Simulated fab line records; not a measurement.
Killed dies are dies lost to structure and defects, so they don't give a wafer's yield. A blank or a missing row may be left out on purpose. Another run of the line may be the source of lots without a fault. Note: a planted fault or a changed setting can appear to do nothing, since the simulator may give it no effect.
fab line records	flow nand_harc
[record] lots = 13	wafers = 39	last_day = 24
route steps=1159 shown A_SLIT@779 A_WL_FILL@811 END@1159
lots that met no fault: taken from a fault-free run of the same line
start_h: hours from the record's opening day to when the first of the lot's shown wafers began	wait_h: time in hours since the lot's previous step	" repeats the value in the row above	L1.1+2: a single row standing in for several wafers	- no value, or no start given	* or withheld: withheld	< > ~ a bound
route shown NAME@n: NAME is a module with steps in the file, n the number in the route of the first one	usual: mean/standard deviation of fault-free wafers	same: alike in all rows	chamber/n: place in a boat	sites: readings site by site	_std_site: the values' standard deviation	_edge_site: inner sites' mean taken away from outer sites' mean	radius_mm: how far each site lies from the wafer's centre	mask NAME#n: copy n	behind: the last tool/chamber to shape the wafer	hold: cause of the lot's hold/its duration in hours/its outcome	device: the n, p or np transistor that did not switch	end of line: tests of these same wafers at the route's end	where a step has no rows: the recipe by itself	killed: at the first sort, the dies lost to defects and structure; wafer yield is something else	map: a wafer's dies, marking killed ones x, the rest . and places with no die _
set.NAME: setting as actually run; set.NAME@STEP: the setting as run at that earlier step	model.NAME: the simulator's own value behind a step, which no gauge read
steps of the route over a sample of lots; a table a step, a row a wafer
services: from which hour (start_h, from the record's first day; less than 0 if before it) a tool's chamber was out of use, for how many hours, and why
[[steps]]
[step NHARC_A_SLIT_DEP_25]
[recipe] target_thk_a = 2000	temp_c = 400	pressure_torr = 6.5	rf_w = 900	teos_flow_sccm = 161.4	flow_sccm = 2650	target_thk_nm = 200	gas = O2	material = SiO2
[usual] heater_power_w = 523/61	throttle_valve_pct = 16.1/0.53
lot.wafer	tool	chamber	start_h	wait_h	heater_power_w	since_wet_clean_h	throttle_valve_pct
L936.5	pecvd-03	1	312.19	0.2	509	-	16.4
L936.6	"	2	"	"	442	-	15.8
L936.4	"	0	"	"	525	-	16.1
L935.1	pecvd-02	2	325.34	0.1	434	159	16.0
L935.2	"	1	"	"	526	159	16.3
L935.6	"	2	"	"	440	-	15.4
L937.1	pecvd-04	0	334.19	0.1	628	126	15.7
L937.3	"	2	"	"	517	126	17.0
L937.5	"	0	"	"	468	-	15.7
L939.5	pecvd-03	2	342.14	0.4	436	-	15.9
L939.6	"	0	"	"	518	-	16.3
L939.4	"	1	"	"	544	-	16.9
L946.3	pecvd-02	0	382.66	0.1	588	35	16.4
L946.4	"	0	"	"	459	-	16.3
L946.5	"	1	"	"	601	-	15.6
L949.1	pecvd-02	1	403.07	0.1	594	56	15.8
L949.5	"	1	"	"	592	-	15.5
L949.4	"	2	"	"	416	-	15.1
L948.1	pecvd-04	0	403.24	0.2	651	14	15.4
L948.5	"	1	"	"	493	-	16.0
L948.6	"	2	"	"	541	-	16.6
L952.1	pecvd-02	2	419.19	0.1	473	72	15.2
L952.3	"	0	"	"	534	72	16.6
L952.5	"	1	"	"	474	-	15.6
L951.1	pecvd-04	2	419.41	0.2	535	30	16.7
L951.5	"	1	"	"	575	-	15.7
L951.4	"	2	"	"	555	-	16.6
L954.2	pecvd-04	1	430.49	0.1	472	41	15.8
L954.4	"	0	"	"	573	-	15.8
L954.5	"	2	"	"	415	-	16.6
L956.2	pecvd-02	0	443.27	0.1	524	96	16.4
L956.4	"	1	"	"	615	-	15.7
L956.5	"	2	"	"	478	-	15.3
L957.3	pecvd-04	0	443.27	0.1	553	54	15.8
L957.1	"	1	"	"	463	54	15.9
L957.2	"	2	"	"	556	54	16.7
L955.1	pecvd-03	0	443.29	0.1	537	138	16.5
L955.5	"	1	"	"	582	-	17.1
L955.4	"	0	"	"	554	-	16.5
[step NHARC_A_SLIT_CD_MEAS_09]
[recipe] target_cd_nm = 300	landing_energy_ev = 500
[usual] cd_nm = 299.9/0.56
lot.wafer	tool	chamber	start_h	wait_h	cd_nm
L936.4	cd_sem-01	0	315.34	-	299.9
L936.5	"	0	"	"	299.7
L936.6	"	0	"	"	299.7
L935.1	cd_sem-01	0	328.27	-	299.8
L935.2	"	0	"	"	298.5
L935.6	"	0	"	"	299.3
L937.1	cd_sem-03	0	339.85	-	298.9
L937.3	"	0	"	"	299.2
L937.5	"	0	"	"	299.6
L939.4	cd_sem-03	0	348.21	-	300.1
L939.5	"	0	"	"	300.1
L939.6	"	0	"	"	299.9
L946.3	cd_sem-02	0	385.53	-	300.4
L946.4	"	0	"	"	299.5
L946.5	"	0	"	"	300.6
L949.1	cd_sem-03	0	406.10	-	299.3
L949.4	"	0	"	"	300.5
L949.5	"	0	"	"	300.9
L948.1	cd_sem-01	0	406.25	-	300.8
L948.5	"	0	"	"	300.2
L948.6	"	0	"	"	300.3
L952.1	cd_sem-01	0	423.46	-	299.6
L952.3	"	0	"	"	298.9
L952.5	"	0	"	"	299.8
L951.1	cd_sem-02	0	423.88	-	299.6
L951.4	"	0	"	"	299.9
L951.5	"	0	"	"	299.2
L954.2	cd_sem-01	0	433.45	-	300.4
L954.4	"	0	"	"	299.6
L954.5	"	0	"	"	299.9
L956.2	cd_sem-03	0	446.21	-	300.1
L956.4	"	0	"	"	301.2
L956.5	"	0	"	"	300.2
L955.1	cd_sem-03	0	446.78	-	299.5
L955.4	"	0	"	"	300.1
L955.5	"	0	"	"	299.4
L957.1	cd_sem-02	0	448.23	-	300.4
L957.2	"	0	"	"	299.3
L957.3	"	0	"	"	299.4
[step NHARC_A_SLIT_ETCH_26]
[recipe] bias_v = 400	source_w = 2000	pressure_mtorr = 25	time_s = 90	ar_flow_sccm = 375	c4f8_flow_sccm = 41.7	o2_flow_sccm = 83.3	target_depth_a = 4000	chemistry = C4F8/O2/Ar
[usual] drypump_motor_current_A = 5.9/0.47	esc_clamp_current_uA = 0.0213/0.00049	mfc_ar_sccm = 374.7/1.1	showerhead_plenum_p_Torr = 3.75/0.066	throttle_valve_pct = 27.619/0.0083
lot.wafer	tool	chamber	start_h	wait_h	drypump_motor_current_A	esc_clamp_current_uA	mfc_ar_sccm	rf_hours_counter_h	showerhead_plenum_p_Torr	throttle_valve_pct
L936.4	har_etch-02	1	319.34	0.8	6.5	0.0218	374.5	-	3.67	27.626
L936.6	"	1	"	"	6.6	0.0217	374.1	-	3.67	27.619
L936.5	"	0	"	"	6.0	0.0204	374.0	-	3.81	27.618
L935.2	har_etch-01	0	330.71	1.2	5.2	0.0216	375.3	1	3.83	27.627
L935.1	"	1	"	"	6.0	0.0213	373.9	1	3.74	27.628
L935.6	"	1	"	"	6.0	0.0213	373.6	-	3.74	27.623
L937.1	har_etch-02	0	344.32	1.2	6.0	0.0205	375.6	185	3.80	27.625
L937.3	"	0	"	"	6.0	0.0205	374.6	-	3.80	27.609
L937.5	"	0	"	"	5.9	0.0205	375.1	-	3.80	27.617
L939.4	har_etch-01	1	352.21	0.6	6.0	0.0213	375.1	-	3.73	27.619
L939.5	"	0	"	"	5.2	0.0216	370.6	-	3.83	27.632
L939.6	"	1	"	"	6.0	0.0213	375.5	-	3.73	27.612
L946.3	har_etch-01	0	388.02	0.8	5.2	0.0216	376.0	-	3.82	27.610
L946.4	"	1	"	"	6.0	0.0213	377.0	-	3.72	27.629
L946.5	"	1	"	"	6.0	0.0213	375.5	-	3.72	27.618
L949.1	har_etch-01	0	408.53	1.2	5.2	0.0217	374.3	37	3.81	27.626
L949.4	"	0	"	"	5.2	0.0217	373.5	-	3.81	27.618
L949.5	"	0	"	"	5.2	0.0216	376.0	-	3.81	27.609
L948.1	har_etch-02	1	422.21	13.4	6.6	0.0218	375.4	214	3.65	27.616
L948.5	"	1	"	"	6.6	0.0218	373.4	-	3.65	27.626
L948.6	"	0	"	"	6.0	0.0205	374.5	-	3.79	27.611
L952.1	har_etch-01	1	425.89	1.2	6.0	0.0213	375.4	46	3.71	27.615
L952.3	"	1	"	"	6.0	0.0214	372.7	-	3.71	27.622
L952.5	"	0	"	"	5.2	0.0216	373.4	-	3.81	27.629
L951.1	har_etch-02	1	426.36	1.3	6.6	0.0217	374.7	216	3.65	27.617
L951.4	"	0	"	"	5.9	0.0205	374.8	-	3.79	27.603
L951.5	"	0	"	"	5.9	0.0205	374.8	-	3.79	27.621
L954.2	har_etch-01	1	435.93	1.0	6.0	0.0213	375.9	48	3.71	27.637
L954.4	"	1	"	"	6.0	0.0214	375.2	-	3.71	27.629
L954.5	"	1	"	"	6.0	0.0214	375.1	-	3.71	27.624
L956.2	har_etch-02	0	448.80	1.2	6.0	0.0205	372.7	223	3.78	27.624
L956.4	"	1	"	"	6.6	0.0218	374.5	-	3.64	27.619
L956.5	"	0	"	"	6.0	0.0205	373.2	-	3.78	27.616
L955.1	har_etch-01	1	450.37	1.0	6.0	0.0214	375.2	57	3.71	27.599
L955.4	"	1	"	"	6.0	0.0213	373.9	-	3.71	27.615
L955.5	"	0	"	"	5.2	0.0216	374.1	-	3.80	27.621
L957.1	har_etch-02	1	450.83	1.2	6.6	0.0218	375.1	224	3.64	27.635
L957.2	"	0	"	"	6.0	0.0206	374.7	224	3.78	27.624
L957.3	"	0	"	"	6.0	0.0206	374.6	-	3.78	27.602
[step NHARC_A_WL_FILL_ALD_02]
[recipe] target_thk_a = 20	pulse_time_s = 3	ald_cycles = 100	temp_c = 450	material = TiN
[usual] ald_cycles = 100/0	heater_power_w = 1095/67	precursor_pulse_height_rel = 1.001/0.019
lot.wafer	tool	chamber	start_h	wait_h	ald_cycles	heater_power_w	precursor_pulse_height_rel	since_wet_clean_h
L936.4	ald_metal-02	2	327.09	0.2	100	1079	1.008	131
L936.5	"	3	"	"	100	1165	0.993	-
L936.6	"	0	"	"	100	1029	1.026	-
L935.2	ald_metal-02	1	340.06	0.2	100	971	1.003	144
L935.1	"	3	"	"	49	1160	0.974	144
L935.6	"	1	"	"	100	1013	0.983	-
L937.3	ald_metal-02	2	352.24	0.1	49	1109	0.996	156
L937.1	"	1	"	"	49	977	1.005	156
L937.5	"	2	"	"	49	1108	0.982	-
L939.4	ald_metal-04	1	360.24	0.2	100	1079	0.997	122
L939.6	"	2	"	"	100	1076	1.015	-
L939.5	"	3	"	"	100	1194	1.037	-
L946.4	ald_metal-01	0	397.49	0.1	100	987	1.006	108
L946.3	"	3	"	"	100	1212	0.978	108
L946.5	"	0	"	"	100	994	1.036	-
L949.1	ald_metal-01	3	419.65	0.3	100	1218	0.979	130
L949.5	"	2	"	"	100	1140	0.967	-
L949.4	"	3	"	"	100	1192	1.000	-
L948.1	ald_metal-01	2	431.60	0.2	100	1108	0.993	142
L948.5	"	2	"	"	100	1148	0.974	-
L948.6	"	1	"	"	100	1063	0.988	-
L952.3	ald_metal-04	3	435.44	0.2	100	1180	0.993	20
L952.1	"	0	"	"	100	1154	0.958	20
L952.5	"	2	"	"	100	1032	1.026	-
L951.1	ald_metal-02	0	435.57	0.2	100	1066	0.977	62
L951.4	"	2	"	"	100	1027	0.979	62
L951.5	"	0	"	"	100	1052	0.984	-
L954.2	ald_metal-02	1	447.64	0.2	100	1016	1.026	74
L954.4	"	2	"	"	100	1078	0.998	74
L954.5	"	1	"	"	100	1002	0.991	-
L956.2	ald_metal-04	1	458.32	0.2	100	1062	0.971	42
L956.4	"	1	"	"	100	1089	0.964	-
L956.5	"	2	"	"	100	1056	1.016	-
L955.1	ald_metal-02	3	458.46	0.2	100	1210	1.003	85
L955.4	"	1	"	"	100	1008	0.990	85
L955.5	"	3	"	"	100	1181	1.010	-
L957.3	ald_metal-04	2	458.83	0.1	100	1045	1.008	43
L957.2	"	0	"	"	100	1135	1.042	43
L957.1	"	1	"	"	100	1027	1.022	43
[step NHARC_END_SORT_01]
[recipe] temp_c = 25
[usual] killed_at_array = 27/8.8	killed_at_other = 0.4/0.82	killed_at_periphery = 3.1/2.1	killed_dies = 31/8.8	killed_open = 3.3/2	killed_short = 2.0/1.4
[same] gross_dies = 677
lot.wafer	tool	chamber	start_h	wait_h	killed_at_array	killed_at_other	killed_at_periphery	killed_dies	killed_open	killed_short
L935.1	prober-01	0	466.76	2.5	673	0	4	677	1	4
L935.2	prober-01	0	467.56	2.8	15	1	4	20	2	1
L935.6	prober-01	0	470.76	4.0	18	0	2	20	2	4
L937.1	prober-01	0	474.56	2.5	676	0	1	677	3	1
L937.3	prober-01	0	476.16	3.1	675	1	1	677	3	1
L937.5	prober-01	0	477.76	3.7	677	0	0	677	0	0
// killed by level:class
L935.1 A_WL_FILL:area_ald=655 A_STAIRCASE:chamber_film_flake=4 A_WL_FILL:chamber_film_flake=4 P_GATE:chamber_film_flake=3 A_CONTACT:chamber_film_flake=2 P_STI:geometric_particle:short=1 A_ONON_D1:geometric_particle:short=1 A_CHANNEL_FILL_D1:geometric_particle:short=1
L935.2 A_WL_FILL:chamber_film_flake=5 A_STAIRCASE:chamber_film_flake=4 A_SLIT:chamber_film_flake=2 A_CONTACT:chamber_film_flake=2 P_M0:geometric_particle:open=1 P_M2:geometric_particle:short=1 A_CHANNEL_HOLE_D1:geometric_particle:open=1 P_ZERO_WELL:chamber_film_flake=1
L935.6 A_WL_FILL:chamber_film_flake=3 A_WL_FILL:geometric_particle:short=2 P_GATE:chamber_film_flake=2 A_CHANNEL_HOLE_D1:chamber_film_flake=2 A_STAIRCASE:chamber_film_flake=2 A_SLIT:chamber_film_flake=2 A_SGD_CUT:geometric_particle:short=1 A_SGD_CUT:geometric_particle:open=1
L937.1 A_WL_FILL:area_ald=639 A_CHANNEL_HOLE_D1:chamber_film_flake=10 A_SLIT:chamber_film_flake=7 A_M1:chamber_film_flake=6 A_CONTACT:chamber_film_flake=3 A_CONTACT:geometric_particle:open=2 A_ZERO_WELL:chamber_film_flake=2 A_WL_FILL:chamber_film_flake=2
L937.3 A_WL_FILL:area_ald=638 A_CHANNEL_HOLE_D1:chamber_film_flake=13 A_SLIT:chamber_film_flake=12 A_CONTACT:chamber_film_flake=4 A_STAIRCASE:chamber_film_flake=2 P_M0:geometric_particle:open=1 A_WL_FILL:geometric_particle:short=1 A_CONTACT:geometric_particle:open=1
L937.5 A_WL_FILL:area_ald=648 A_SLIT:chamber_film_flake=10 A_CHANNEL_HOLE_D1:chamber_film_flake=9 A_STAIRCASE:chamber_film_flake=3 A_CONTACT:chamber_film_flake=3 A_M1:chamber_film_flake=2 A_ZERO_WELL:chamber_film_flake=1 A_CHANNEL_FILL_D1:chamber_film_flake=1
[[services]]
tool	chamber	start_h	hours	kind
ald_metal-04	1	292.10	14.7	repair
pecvd-03	-	292.37	13.0	pm
har_etch-01	-	308.77	17.0	pm
har_etch-01	0	308.77	17.0	vent_cycle
har_etch-01	1	308.77	17.0	vent_cycle
ald_metal-02	-	310.91	0.3	repair
ald_metal-01	-	313.07	5.9	repair
ald_metal-02	3	319.09	2.0	repair
har_etch-01	0	325.77	-	clean
har_etch-01	0	325.77	-	consumable_replace:focus_ring
har_etch-01	1	325.77	-	clean
har_etch-01	1	325.77	-	consumable_replace:focus_ring
pecvd-02	0	332.26	5.2	repair
pecvd-02	-	334.24	13.0	pm
ald_metal-02	-	364.03	10.0	pm
ald_metal-02	0	364.03	10.0	vent_cycle
pecvd-04	-	376.24	13.0	pm
ald_metal-02	2	393.04	28.9	repair
ald_metal-02	-	404.46	0.5	repair
ald_metal-04	-	406.00	10.0	pm
ald_metal-01	0	407.91	31.2	repair
ald_metal-04	1	416.52	6.7	repair
ald_metal-04	3	448.93	19.9	repair
ald_metal-01	-	458.00	10.0	pm
[[key]]
[first_sign] step = NHARC_A_WL_FILL_ALD_02	reading = ald_cycles	direction = down	sigmas = 99+	usual = 100	struck = 49
[effect] step = NHARC_END_SORT_01	reading = killed_at_array	direction = up	sigmas = 73	usual = 27	struck = 675
[more_kills_born_at] NHARC_A_WL_FILL_ALD_02@ald_metal-02 = 2580
met_at NHARC_A_WL_FILL_ALD_02
struck_lots L935,L937
struck_wafers L935.1,L937.1,L937.3,L937.5
later_rows_left_out L935.1,L937.1,L937.3,L937.5
tester_left_out L935,L937
not_acting_at NHARC_A_SLIT_DEP_25,NHARC_A_SLIT_CD_MEAS_09,NHARC_A_SLIT_ETCH_26
onset_between 327.09 340.06
[fault] kind = process_parameter_drift	tool = ald_metal-02	chamber = -	onset_h = 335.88	steps = NHARC_A_WL_FILL_ALD_02	channel = ald_cycles	offset = -51	shape = step	end_h = 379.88	scope = struck_wafers_only	acts_in = these_recipes_only	stated = 100
// tester_left_out: of these lots the tester's yield and bins aren't shown, on N5 and GAA mostly nor the transistor test; their killed dies are dies lost to structure and defects alone, not to doping, threshold or leakage, so they don't give the yield
// later_rows_left_out: the simulator's readings of these wafers behind a module that went badly wrong aren't trusted and aren't shown, but for the sort
